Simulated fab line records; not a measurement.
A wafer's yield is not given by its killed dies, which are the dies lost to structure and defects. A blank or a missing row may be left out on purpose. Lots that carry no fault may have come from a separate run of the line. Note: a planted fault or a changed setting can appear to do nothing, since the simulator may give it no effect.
A single fault, viewed from 3 desks ; flow nandHarc ; each desk holds nothing but its own numbers, with what lay behind them at the end

== THE DEFECT DESK ==
Per lot, the means of the sampled wafers with a number show what the inspections along the route counted. The brackets show how far a lot's mean lies from the usual mean; more than 4 standard deviations puts the lot out of limits, marked OUT.
Columns: A = rawDefectCount at NHARC_A_M0_INSPECT_11, usual 30
lot;first seen here;A
L182;day 17 16:11;27
L187;day 19 04:19;37
L192;day 20 07:05;33
L195;day 21 02:41;33
L196;day 21 17:03;35
L199;day 21 21:31;18
L200;day 22 01:16;50
L201;day 22 01:26;42
L204;day 22 11:05;36
L203;day 22 22:47;23
L202;day 23 10:03;51
Finding of this desk: none of the 11 lots has anything out of limits.

== AT THE METROLOGY DESK ==
Lot by lot, what the gauges showed, no matter which tool ran the lot: averages of those sampled wafers that carry a number. The brackets show how far a lot's mean lies from the usual mean; more than 4 standard deviations puts the lot out of limits, marked OUT.
Columns: A = cdNm at NHARC_A_M0_CD_MEAS_09, usual 80.0 nm
lot;first seen here;A
L182;day 17 16:04;79.7
L187;day 19 04:12;79.4
L192;day 20 06:58;76.4 (-7.1) OUT
L195;day 21 02:34;77.2 (-5.6) OUT
L196;day 21 16:55;77.8 (-4.2) OUT
L199;day 21 21:22;80.2
L200;day 22 01:08;80.0
L201;day 22 01:17;79.6
L204;day 22 10:58;79.8
L203;day 22 22:40;80.0
L202;day 23 09:55;80.2
This desk finds L192, L195, L196 out of limits, L192 being first, at day 20 06:58 (cdNm at NHARC_A_M0_CD_MEAS_09). L182, L187, L199, L200, L201, L204, L203, L202: within limits.

== TOOL OWNER'S DESK, arfiScanner-02 ==
The tool's own readings at NHARC_A_M0_EXPOSE_06 (exposes mask A M0, target cd 80 nm): means of the sampled wafers that have a number, for each lot that ran on this tool. The brackets show how far a lot's mean lies from the usual mean; more than 4 standard deviations puts the lot out of limits, marked OUT.
Columns: A = exposureDoseMJCm2 at NHARC_A_M0_EXPOSE_06, usual 83.24
lot;first seen here;A
L182;day 17 15:55;83.12
L187;day 19 04:04;83.22
L192;day 20 06:49;78.47 (-55) OUT
L195;day 21 02:25;79.57 (-43) OUT
L196;day 21 16:47;81.41 (-21) OUT
This desk finds L192, L195, L196 out of limits, L192 being first, at day 20 06:49 (exposureDoseMJCm2 at NHARC_A_M0_EXPOSE_06). L182, L187: within limits.

== BROUGHT TOGETHER ==
The tool owner's desk had the chance to raise an alarm at day 20 06:49 on L192, L195, L196.
At day 20 06:58 the metrology desk could have sounded an alarm, on L192, L195, L196.
Nothing the defect desk looked at was out of limits.
The defect desk has L192, L195, L196 on record, within its limits.
Every lot named ran NHARC_A_M0_EXPOSE_06 on arfiScanner-02.

== WHAT THE SIMULATOR HAD INSERTED ==
Drift in process parameters on arfiScanner-02 at NHARC_A_M0_EXPOSE_06, starting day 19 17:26. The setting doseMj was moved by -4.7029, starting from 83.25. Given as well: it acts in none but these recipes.
Lots struck among those shown: L192, L195, L196.
Delay (hours) between the fault's onset and each desk's first out-of-limits reading: 13 at the tool owner's desk, 14 at the metrology desk.
